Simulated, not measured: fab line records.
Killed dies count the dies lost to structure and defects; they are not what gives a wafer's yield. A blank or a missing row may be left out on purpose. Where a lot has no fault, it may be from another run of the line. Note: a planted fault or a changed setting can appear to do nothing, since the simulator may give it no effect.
fab line records ; flow nand_harc
record lots=5; wafers=15; last_day=30
route steps=1302 shown A_STAIRCASE@837 END@1302
lots that met no fault: taken from a fault-free run of the same line
start_h: hours from the record's first day to the start of the lot's first wafer shown ; wait_h: hours elapsed since this lot's preceding step ; " same as the row above ; L1.1+2: one row covering several wafers at once ; - no value, or no start was given ; * or withheld: withheld ; < > ~ a bound
route shown NAME@n: names a module that has steps shown in the file, with the first one's number in the route ; usual: the fault-free wafers' mean and standard deviation ; same: alike in all rows ; chamber/n: place in a boat ; sites: the reading at each site ; _std_site: the values' standard deviation ; _edge_site: outer sites' mean less inner sites' ; radius_mm: how far each site lies from the wafer's centre ; mask NAME#n: copy n ; behind: tool/chamber where the wafer was last shaped ; hold: why the lot was held/for how many hours/how that ended ; device: the n, p or np transistor that did not switch ; end of line: tests run on the same wafers once the route is complete ; step lacking rows: just its recipe ; killed: at the first sort, the dies lost to defects and structure; wafer yield is something else ; map: dies across one wafer; x = killed, . = not, _ = none there
set.NAME: the setting as run; set.NAME@STEP: as run at that earlier step ; model.NAME: the simulator's own value behind a step, which no gauge read
lots seen at some steps along the route; tables by step, rows by wafer
services: a tool's chamber out of use, with start hour (start_h, from the record's first day; less than 0 if before it), hours out, and reason
## steps
# step NHARC_A_STAIRCASE_STRIP_317
# recipe time_s=900; temp_c=130; chemistry=SPM
# step NHARC_A_STAIRCASE_PRECLEAN_318
# recipe time_s=*; temp_c=50; bath_age_min=0; chemistry=SC1
# step NHARC_A_STAIRCASE_SRD_329
# step NHARC_A_STAIRCASE_ALD_415
# recipe target_thk_a=300; pulse_time_s=6; ald_cycles=300; temp_c=300; material=SiO2
# step NHARC_A_STAIRCASE_ETCHBACK_416
# recipe target_depth_a=360; time_s=7.2; c4f8_flow_sccm=withheld; o2_flow_sccm=8; ar_flow_sccm=withheld; rf_w=600; bias_w=800; chemistry=C4F8/O2/Ar
# step NHARC_A_STAIRCASE_STRIP_476
# recipe time_s=20; o2_flow_sccm=500; ar_flow_sccm=0; bias_w=0; chemistry=O2
# step NHARC_A_STAIRCASE_DEP_417
# recipe target_thk_a=600; step_coverage_pct=20; temp_c=400; target_thk_nm=60; flow_sccm=200; rf_w=450; material=Si3N4
# usual heater_power_w=732/66; rf_fwd_power_W=448.9/1.4
lot.wafer;tool;chamber;start_h;wait_h;heater_power_w;rf_fwd_power_W
L649.1;pecvd-02;1;400.13;-;655;448.5
L649.4;pecvd-02;1;400.13;-;644;448.7
L649.3;pecvd-02;0;400.13;-;680;446.8
L654.2;pecvd-04;0;446.72;-;753;449.7
L654.4;pecvd-04;1;446.72;-;731;447.7
L654.6;pecvd-04;1;446.72;-;705;450.2
L656.1;pecvd-03;1;459.45;-;821;449.7
L656.4;pecvd-03;0;459.45;-;707;449.3
L656.6;pecvd-03;1;459.45;-;841;450.3
L659.2;pecvd-04;0;492.06;-;678;446.3
L659.1;pecvd-04;1;492.06;-;672;447.2
L659.3;pecvd-04;0;492.06;-;645;449.3
L664.1;pecvd-03;1;533.68;-;825;450.3
L664.3;pecvd-03;0;533.68;-;783;449.3
L664.6;pecvd-03;0;533.68;-;809;448.0
# step NHARC_A_STAIRCASE_WET_418
# recipe temp_c=160; target_depth_a=200; chemistry=H3PO4
# step NHARC_A_STAIRCASE_PRECLEAN_419
# recipe time_s=*; temp_c=50; bath_age_min=0; chemistry=SC1
# step NHARC_A_STAIRCASE_SRD_421
# step NHARC_A_STAIRCASE_ALD_420
# recipe target_thk_a=200; pulse_time_s=6; ald_cycles=200; temp_c=300; material=SiO2
# step NHARC_A_STAIRCASE_CVD_552
# recipe target_thk_a=400; temp_c=700; pressure_mtorr=300; material=SiNx
# usual spike_tc_upper_C=698.9/1.4; zone_power_bottom_pct=17.0/1.5
lot.wafer;tool;chamber;start_h;wait_h;spike_tc_upper_C;zone_power_bottom_pct
L649.1;lpcvd-01;0;410.39;-;698.3;15.6
L649.3;lpcvd-01;0;410.39;-;699.7;15.5
L649.4;lpcvd-01;0;410.39;-;700.8;15.5
L654.2;lpcvd-01;1;454.66;-;698.4;18.3
L654.4;lpcvd-01;1;454.66;-;698.6;18.5
L654.6;lpcvd-01;1;454.66;-;700.1;18.7
L656.1;lpcvd-02;1;466.67;-;698.4;18.8
L656.4;lpcvd-02;1;466.67;-;700.7;19.0
L656.6;lpcvd-02;1;466.67;-;700.2;18.7
L659.1;lpcvd-01;1;499.43;-;697.7;18.7
L659.2;lpcvd-01;1;499.43;-;698.6;18.4
L659.3;lpcvd-01;1;499.43;-;699.5;18.1
L664.1;lpcvd-02;0;541.25;-;697.3;15.8
L664.3;lpcvd-02;0;541.25;-;697.9;15.7
L664.6;lpcvd-02;0;541.25;-;696.1;15.5
# step NHARC_A_STAIRCASE_DEP_151
# recipe target_thk_a=72000; temp_c=400; target_thk_nm=7200; teos_flow_sccm=200; rf_w=500; material=SiO2
# step NHARC_A_STAIRCASE_ANNEAL_320
# recipe temp_c=750; time_s=1800
# step NHARC_A_STAIRCASE_DEP_322
# recipe target_thk_a=72000; temp_c=400; target_thk_nm=7200; teos_flow_sccm=200; rf_w=500; material=SiO2
# usual heater_power_w=647/77; rf_fwd_power_W=499.6/1.6
lot.wafer;tool;chamber;start_h;wait_h;heater_power_w;rf_fwd_power_W
L649.1;pecvd-02;1;421.38;0.2;645;501.8
L649.3;pecvd-02;2;421.38;0.2;755;498.6
L649.4;pecvd-02;1;421.38;0.2;536;500.1
L654.2;pecvd-02;0;467.31;0.3;561;497.4
L654.6;pecvd-02;1;467.31;0.3;533;498.7
L654.4;pecvd-02;2;467.31;0.3;630;497.9
L656.1;pecvd-02;2;479.63;0.1;743;499.7
L656.6;pecvd-02;2;479.63;0.1;609;499.1
L656.4;pecvd-02;1;479.63;0.1;532;501.0
L659.2;pecvd-02;2;512.34;0.1;673;500.8
L659.1;pecvd-02;0;512.34;0.1;565;500.3
L659.3;pecvd-02;1;512.34;0.1;657;499.1
L664.3;pecvd-04;2;554.59;0.3;699;502.1
L664.1;pecvd-04;0;554.59;0.3;749;499.1
L664.6;pecvd-04;0;554.59;0.3;629;499.1
# step NHARC_A_STAIRCASE_ANNEAL_323
# recipe temp_c=750; time_s=1800
# step NHARC_A_STAIRCASE_DEP_325
# recipe target_thk_a=72000; temp_c=400; target_thk_nm=7200; teos_flow_sccm=200; rf_w=500; material=SiO2
# step NHARC_A_STAIRCASE_ANNEAL_326
# recipe temp_c=750; time_s=1800
# step NHARC_A_STAIRCASE_DEHYDRATE_433
# recipe temp_c=150; time_s=120
# step NHARC_A_STAIRCASE_HMDS_434
# recipe time_s=30
# step NHARC_A_STAIRCASE_COAT_435
# recipe spin_rpm=1200
# step NHARC_A_STAIRCASE_SOFTBAKE_436
# recipe temp_c=135; time_s=170
# step NHARC_A_STAIRCASE_EBR_437
# step NHARC_A_STAIRCASE_EXPOSE_438
# recipe na=0.5; dose_mj=28.97; mask_id=STAIR_REV
# step NHARC_A_STAIRCASE_PEB_439
# recipe peb_temp_c=115; peb_time_s=130
# step NHARC_A_STAIRCASE_DEVELOP_440
# recipe time_s=140
# step NHARC_A_STAIRCASE_HARDBAKE_442
# recipe temp_c=120; time_s=140
# step NHARC_A_STAIRCASE_DESCUM_443
# recipe time_s=3; o2_flow_sccm=200; ar_flow_sccm=0; bias_power_w=0; chemistry=O2
# step NHARC_A_STAIRCASE_ETCH_444
# recipe target_depth_a=2.04e+05; time_s=6800; c4f8_flow_sccm=20; o2_flow_sccm=10; ar_flow_sccm=withheld; rf_w=600; bias_w=1000; chemistry=C4F8/O2
# step NHARC_A_STAIRCASE_STRIP_446
# recipe power_w=1500; temp_c=250; chemistry=O2
# usual drypump_motor_current_A=5.36/0.11; heater_power_w=350/25
lot.wafer;tool;chamber;start_h;wait_h;drypump_motor_current_A;heater_power_w;rf_hours_counter_h
L649.1;plasma_asher-02;1;443.53;0.0;5.49;361;0
L649.4;plasma_asher-02;1;443.53;0.0;5.51;356;-
L649.3;plasma_asher-02;0;443.53;0.0;5.46;379;-
L654.2;plasma_asher-02;0;498.86;0.0;5.42;368;10
L654.4;plasma_asher-02;1;498.86;0.0;5.50;351;-
L654.6;plasma_asher-02;1;498.86;0.0;5.49;355;-
L656.1;plasma_asher-01;0;516.73;0.1;5.37;352;38
L656.4;plasma_asher-01;1;516.73;0.1;5.21;324;-
L656.6;plasma_asher-01;0;516.73;0.1;5.36;357;-
L659.1;plasma_asher-01;1;535.01;0.0;5.19;315;1
L659.2;plasma_asher-01;0;535.01;0.0;5.36;370;1
L659.3;plasma_asher-01;1;535.01;0.0;5.21;310;-
L664.1;plasma_asher-02;0;576.05;0.1;5.44;366;28
L664.3;plasma_asher-02;0;576.05;0.1;5.42;367;-
L664.6;plasma_asher-02;0;576.05;0.1;5.41;368;-
# step NHARC_A_STAIRCASE_STRIP_447
# recipe time_s=900; temp_c=130; chemistry=SPM
# step NHARC_A_STAIRCASE_PRECLEAN_448
# recipe time_s=*; temp_c=50; bath_age_min=0; chemistry=SC1
# step NHARC_A_STAIRCASE_SRD_449
# step NHARC_A_STAIRCASE_CMP_450
# recipe target_thk_nm=200; material=SiO2
# usual edge_zone_pressure_frac=1.000/0.0044; motor_current_A=11.9/1.1
lot.wafer;tool;chamber;start_h;wait_h;edge_zone_pressure_frac;motor_current_A
L649.3;cmp-03;2;444.33;-;1.002;12.0
L649.4;cmp-03;3;444.33;-;0.996;10.6
L649.1;cmp-03;0;444.33;-;1.001;12.1
L654.2;cmp-03;1;499.67;-;0.997;12.8
L654.4;cmp-03;0;499.67;-;1.003;11.8
L654.6;cmp-03;1;499.67;-;1.003;12.5
L656.4;cmp-03;1;517.58;-;0.993;12.9
L656.1;cmp-03;2;517.58;-;0.997;12.4
L656.6;cmp-03;1;517.58;-;0.996;12.5
L659.2;cmp-02;3;535.80;-;1.004;14.3
L659.1;cmp-02;1;535.80;-;0.999;11.0
L659.3;cmp-02;2;535.80;-;0.999;12.9
L664.1;cmp-04;3;576.80;-;1.005;11.4
L664.3;cmp-04;1;576.80;-;0.999;10.9
L664.6;cmp-04;3;576.80;-;0.995;11.9
# step NHARC_A_STAIRCASE_CMP_152
# usual edge_zone_pressure_frac=1.000/0.0048; motor_current_A=11.9/1.1
lot.wafer;tool;chamber;start_h;wait_h;edge_zone_pressure_frac;motor_current_A
L649.3;cmp-03;2;444.41;0.1;1.006;12.7
L649.4;cmp-03;3;444.41;0.1;0.999;10.8
L649.1;cmp-03;0;444.41;0.1;0.995;12.3
L654.2;cmp-03;1;499.74;0.1;1.001;12.2
L654.4;cmp-03;0;499.74;0.1;0.998;12.9
L654.6;cmp-03;1;499.74;0.1;1.002;12.9
L656.4;cmp-03;1;517.66;0.1;1.000;12.8
L656.1;cmp-03;2;517.66;0.1;0.995;12.1
L656.6;cmp-03;1;517.66;0.1;0.998;12.6
L659.2;cmp-02;3;535.88;0.1;1.003;13.7
L659.1;cmp-02;1;535.88;0.1;1.001;11.5
L659.3;cmp-02;2;535.88;0.1;0.999;12.4
L664.1;cmp-04;3;576.88;0.1;1.000;11.4
L664.3;cmp-04;1;576.88;0.1;1.005;10.4
L664.6;cmp-04;3;576.88;0.1;0.994;11.3
# step NHARC_END_SORT_01
# recipe temp_c=25
# usual killed_at_array=57/18; killed_at_other=0.9/1.3; killed_at_periphery=3.5/2.2; killed_dies=62/18; killed_open=3.0/1.7; killed_short=2.3/1.5
# same gross_dies=677
lot.wafer;tool;chamber;start_h;wait_h;killed_at_array;killed_at_other;killed_at_periphery;killed_dies;killed_open;killed_short
L659.1;prober-01;0;669.93;2.5;28;0;4;32;1;2
L659.2;prober-01;0;670.73;2.8;21;0;0;21;5;1
L659.3;prober-01;0;671.54;3.1;23;2;1;26;1;1
L664.1;prober-02;0;706.46;2.5;496;0;3;499;1;5
L664.3;prober-02;0;708.09;3.1;508;1;6;515;4;3
L664.6;prober-02;0;710.54;4.1;600;0;4;604;5;5
# killed by level:class
L659.1 A_CONTACT:chamber_film_flake=10 A_CHANNEL_HOLE_D1:chamber_film_flake=9 P_ZERO_WELL:chamber_film_flake=3 A_WL_FILL:chamber_film_flake=2 A_CHANNEL_FILL_D1:geometric_particle:short=1 A_DECK1_JOINT:geometric_particle:open=1 A_SGD_CUT:geometric_particle:short=1 P_CONTACT:chamber_film_flake=1
L659.2 A_CHANNEL_HOLE_D1:chamber_film_flake=5 A_CONTACT:chamber_film_flake=4 A_CHANNEL_FILL_D1:geometric_particle:open=2 A_CHANNEL_HOLE_D1:geometric_particle:open=1 A_DECK1_JOINT:geometric_particle:open=1 A_ONON_D2:geometric_particle:short=1 A_CONTACT:geometric_particle:open=1 A_DECK1_JOINT:chamber_film_flake=1
L659.3 A_CONTACT:chamber_film_flake=8 A_CHANNEL_HOLE_D2:chamber_film_flake=5 A_CHANNEL_HOLE_D1:chamber_film_flake=4 A_SLIT:chamber_film_flake=2 A_CHANNEL_FILL_D2:geometric_particle:short=1 STARTING-WAFER:geometric_particle:open=1 P_ZERO_WELL:chamber_film_flake=1 A_CHANNEL_FILL_D1:chamber_film_flake=1
L664.1 A_STAIRCASE:area_cvd=434 A_SLIT:chamber_film_flake=24 A_CHANNEL_HOLE_D2:chamber_film_flake=13 A_CHANNEL_HOLE_D1:chamber_film_flake=9 A_STAIRCASE:chamber_film_flake=6 A_ONON_D2:geometric_particle:short=2 A_BLC:chamber_film_flake=2 A_SGD_CUT:chamber_film_flake=2
L664.3 A_STAIRCASE:area_cvd=441 A_SLIT:chamber_film_flake=25 A_CHANNEL_HOLE_D2:chamber_film_flake=21 A_STAIRCASE:chamber_film_flake=5 P_GATE:chamber_film_flake=4 A_CHANNEL_FILL_D2:chamber_film_flake=4 A_DECK1_JOINT:chamber_film_flake=3 A_CHANNEL_HOLE_D1:chamber_film_flake=2
L664.6 A_STAIRCASE:area_cvd=542 A_SLIT:chamber_film_flake=24 A_CHANNEL_HOLE_D2:chamber_film_flake=9 A_CHANNEL_HOLE_D1:chamber_film_flake=6 A_DECK1_JOINT:chamber_film_flake=3 A_BLC:chamber_film_flake=3 A_ONON_D1:geometric_particle:short=2 A_STAIRCASE:chamber_film_flake=2
# map L664.6 (x killed, . not)
____________x____________
_________xxxxxxx_________
_______xxxxxxxxxxx_______
______xxxxxxxxxxxxx______
_____xxxxxxxxxxxxxxx_____
____xxxxxxx.xx.xxxxxx____
____xxxxxxxxxxxxxxxxx____
___xxxxxxxxx.xxxxxxxxx___
___xxxxxxxx.xxxxxxxxxx___
__xxxxxxxx.xxxxxxxxxxxx__
__xxxxxxxxx.xxx.xxxxxxx__
_xxxxxx.x..x.x.xxxxxxxxx_
_xxxxxxxxx.x.....xxxxxxx_
_xxxxx.xxxxxxxxxxxxxxxxx_
_xxxxxx.xx.x.x.xx.xxxxxx_
_x.x.xxx.xxxx...x.xxx.xx_
xxxxxxx...x.x..xxxxxxxxxx
xxxxxxxxxxxxxx..x..xxxxxx
xxxxxxxxx.xx...xxxxxxxxxx
xxxxxxxxxx.xx.x.xxxxxxxxx
xxxxxx.xxxxx.xxxxxxxxxxxx
_xxxxx.xxx...xx.xxxx.xxx_
_xxxxxx..xxx..x.xxxxxxxx_
_xxxxxx..xxx..xxxxxxxxxx_
_xxxxxx.xxxx.x.xxxxxxxxx_
_xxxxxxxxxxxxxxxxxxxxxxx_
__xxxxxxxxxxxxxxxxxxxxx__
__xxxxxxxxxx..xxxxxxxxx__
___xxxxxxxxxx.xxxxxxxx___
___xxxxxxxxxxxxxxxxxxx___
____xxxxx.xxxxxxxxxxx____
____xxxxxxxxxxxxxxxxx____
_____xxxxxxxxxxxxxxx_____
______xxxxxxxxxxxxx______
_______xxxxxxxxxxx_______
_________xxxxxxx_________
____________x____________
# map L656.4 (x killed, . not)
____________.____________
_________......._________
_______...x......._______
______.............______
_____.....x........._____
____.............x...____
____.................____
___.x.................___
___xxx................___
__..x..................__
__xxxx.xx............x.__
_..xxxx...........x....._
_x.x.xx................._
_xx.xxx....x......x....._
_.xxxx.x................_
_.x.x................x.._
..x.xx...................
.........................
..x.......x..............
..............x..........
.........x..x............
_..x......x............._
_......x................_
_.....................x._
_...x..................._
_............x.........._
__...x.................__
__xx.x.................__
___....x..............___
___...................___
____.................____
____.................____
_____..............._____
______.............______
_______..........._______
_________..x.x.._________
____________.____________
## services
tool;chamber;start_h;hours;kind
lpcvd-02;-;377.18;0.3;repair
lpcvd-02;-;386.00;26.0;pm
cmp-02;-;395.10;1.7;repair
pecvd-02;2;399.58;5.7;repair
pecvd-04;0;404.40;9.7;repair
cmp-04;-;405.14;4.0;pm
pecvd-02;-;408.13;13.0;pm
plasma_asher-02;-;418.00;1.7;repair
plasma_asher-02;-;423.32;1.7;repair
plasma_asher-02;-;426.61;9.0;pm
cmp-02;-;428.50;4.0;pm
pecvd-04;-;433.62;0.3;repair
lpcvd-02;-;436.83;0.3;repair
cmp-04;-;446.85;2.5;repair
pecvd-04;-;450.16;13.0;pm
cmp-03;-;455.81;1.2;repair
cmp-03;-;457.05;4.0;pm
pecvd-04;2;481.97;16.3;repair
cmp-04;-;495.18;0.9;repair
cmp-04;-;503.14;4.0;pm
lpcvd-01;-;503.67;9.5;repair
lpcvd-01;-;550.12;1.3;repair
cmp-03;-;550.17;3.3;repair
cmp-03;-;555.05;4.0;pm
## key
first_sign step=NHARC_END_SORT_01; reading=killed_dies; direction=up; sigmas=27; usual=62; struck=539
effect step=NHARC_END_SORT_01; reading=killed_at_array; direction=up; sigmas=27; usual=57; struck=535
more_kills_born_at NHARC_A_STAIRCASE_CVD_552@lpcvd-02=1417
met_at NHARC_A_STAIRCASE_CVD_552
struck_wafers L664.1,L664.3,L664.6
later_rows_left_out L664.1,L664.3,L664.6
tester_left_out L664
also_fits time
fault kind=process_parameter_drift; tool=lpcvd-02; chamber=0; onset_h=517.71; steps=NHARC_A_STAIRCASE_CVD_552; channel=target_thk_a; offset=*; shape=step; end_h=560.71; acts_in=*; stated=*
# tester_left_out: of these lots the tester's yield and bins aren't shown, on N5 and GAA mostly nor the transistor test; their killed dies are dies lost to structure and defects alone, not to doping, threshold or leakage, so they don't give the yield
# later_rows_left_out: the simulator's readings of these wafers behind a module that went badly wrong aren't trusted and aren't shown, but for the sort
